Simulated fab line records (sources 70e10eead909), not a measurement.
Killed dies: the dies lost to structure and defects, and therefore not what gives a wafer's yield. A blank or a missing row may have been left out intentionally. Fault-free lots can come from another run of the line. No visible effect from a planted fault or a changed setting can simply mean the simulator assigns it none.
Matching of chambers    flow nand_harc    NHARC_P_M2_DEP_33 on pecvd-04 has 3 sister chambers
The step deposits SiCN, target thk 30 nm. 3 wafers are shown with their chamber, then 8 later ones without.

== EACH WAFER AND ITS CHAMBER ==
wafer   chamber  heater_power_w (W)
L876.1  2        558
L876.4  0        600
L879.1  1        591

== WAFERS WHOSE CHAMBER IS MISSING ==
wafer   heater_power_w (W)
L879.2  597
L879.5  603
L884.1  593
L884.2  726
L884.3  509
L889.1  701
L889.4  698
L889.6  554

== WHICH CHAMBER EACH WENT THROUGH ==
wafer   from the rows above           in truth
L879.2  can't be placed: 0 or 1 or 2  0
L879.5  can't be placed: 0 or 1 or 2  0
L884.1  can't be placed: 1 or 0 or 2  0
L884.2  can't be placed: 0 or 1 or 2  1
L884.3  can't be placed: 2 or 1 or 0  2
L889.1  can't be placed: 0 or 1 or 2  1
L889.4  can't be placed: 0 or 1 or 2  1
L889.6  can't be placed: 2 or 1 or 0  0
Correctly placed: 0 of 8. Can't be placed from these rows: 8 (the true chamber is among the candidates in 8). Wrongly placed: 0.
How it was worked out, from the rows above alone: a wafer's distance from a chamber is the root of the sum, over the readings, of the square of ((its reading less the chamber's mean) divided by the reading's scatter). The wafer belongs to the nearest chamber; if the next one is less than 2 further off, it can't be placed. For every chamber, the mean is computed from those of its wafers that are shown. The scatter: root of mean squared gap, hidden wafer to nearest shown wafer, with one shown wafer a chamber.
